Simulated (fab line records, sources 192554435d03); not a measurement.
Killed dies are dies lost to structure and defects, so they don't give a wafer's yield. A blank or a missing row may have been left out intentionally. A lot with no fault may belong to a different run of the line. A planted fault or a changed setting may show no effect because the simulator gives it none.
A struck lot beside a sound one | flow n5Finfet | 15 out of 1938 route steps
Sound: these wafers, L904.1, L904.2, L904.5. Struck: wafer L911.5 (L911.3, L911.4, from the same lot, were not struck and are left out); the cause is given at the end.
Order at every step that has rows: each side's tool, ch and its chambers, its first start. Under that, the readings that differ: sound wafers | struck wafers | difference of the means | sigmas: that difference in standard deviations of wafers without a fault.
alike: a reading whose means differ by less than 2 such deviations, as well as words and numbers matching on both sides. not compared: withheld readings; readings where some wafer has no value; bounds like >300 that might hide an equal value; numbers whose values overlap and for which the record gives no deviation.
Wherever a step has rows on one side only, a row that says differs or no value, or a row with sigmas, the two part there. Numbers that don't overlap but have no deviation are shown without sigmas and don't part them. Lack of a reading on every wafer of one side parts them only where that side has two or more wafers.

first, 3 steps without rows for these wafers: N5_BEOL_M5_SRD_40 (time 30 s); N5_BEOL_M5_PRECLEAN_42 (cleans in residue remover, time 60 s); N5_BEOL_M5_SRD_43 (time 30 s).
N5_BEOL_M5_CD_MEAS_35: target cd 28 nm, target cd y 24 nm.
  struck on cdSem-01, day 9 21:00; sound on cdSem-01, day 8 12:17
  alike: cdNm
N5_BEOL_M5_CURE_80: cures SiCOH lowk, time 120 s.
  sound on uvCure-01 ch 1, day 8 12:19; struck on uvCure-02 ch 1, day 9 21:14
  alike: lampPowerPct, wafer_temp_C_max
then, 2 steps without rows for these wafers: N5_BEOL_M5_DEGAS_44 (time 60 s); N5_BEOL_M5_PRE_CLEAN_45 (time 30 s).
N5_BEOL_M5_ALD_86: deposits TaN, pulse time 2 s, purge time 3 s, co reactant purge time 2 s.
  sound on aldMetal-04 ch 1,2, day 8 14:28; struck on aldMetal-03 ch 2, day 9 23:07
  alike: heaterPowerOuterW, heaterPowerW
N5_BEOL_M5_SURFACE_TREAT_87:
  struck on pvdSputter-03, day 9 23:22; sound on pvdSputter-02, day 8 14:43
  not compared: throttleValvePct
then, 1 step without rows for these wafers: N5_BEOL_M5_CVD_47 (deposits Co from CCTBA/H2, target thk 3 nm, time 216 s).
N5_BEOL_M5_SPUTTER_48: material Cu, target thk 15 nm, time 27.62 s.
  struck on pvdSputter-01, day 9 23:37; sound on pvdSputter-02, day 8 15:16
  alike: chamberPressurePa, throttleValvePct
N5_BEOL_M5_ANNEAL_49: time 1800 s.
  struck on pvdSputter-01, day 9 23:41; sound on pvdSputter-02, day 8 15:21
  alike: heaterPowerW
N5_BEOL_M5_SPUTTER_81: material Cu, target thk 15 nm, time 27.62 s.
  struck on pvdSputter-01, day 10 00:42; sound on pvdSputter-02, day 8 16:21
reading                | sound                   | struck | difference | sigmas
chamberPressurePa (Pa) | 0.07001 0.07005 0.07021 | 0.0665 | -0.0036    | -28
throttleValvePct (%)   | 29.0 28.8 28.9          | 31.4   | +2.5       | +3
then, 1 step without rows for these wafers: N5_BEOL_M5_ANNEAL_82 (time 1800 s).
-- the record jumps here: 4 days lie between the struck wafers' starts before and after (it left off in module BEOL_M5 and takes up again in module PASSIVATION, whose first step shown is number 1936 of the route) --
N5_PASSIVATION_PROBE_49:
  struck on prober-01, day 13 19:53; sound on prober-02, day 12 14:11
  alike: defectLimitedYield, killed_at_M0_to_M3, killed_at_M4_up, killedAtContacts, killedAtFrontEnd, killedAtOther, killedDies, killedOnRim, killedOpen, killedShort, sort_bin_4_leakage, sort_bin_5_function, sort_bin_6_memory, sort_bin_8_speed, sortNPass, sortYieldPct

## WHERE THEY PART
Only at N5_BEOL_M5_SPUTTER_81, as far as this record shows. Later steps at which nothing parts them and some readings are alike: N5_PASSIVATION_PROBE_49.

WHY: whatever the simulator had introduced
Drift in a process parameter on pvdSputter-01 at N5_BEOL_M5_SPUTTER_81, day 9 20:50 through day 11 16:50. Setting chamberPressurePa shifted by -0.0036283 from 0.07. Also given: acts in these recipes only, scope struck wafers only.
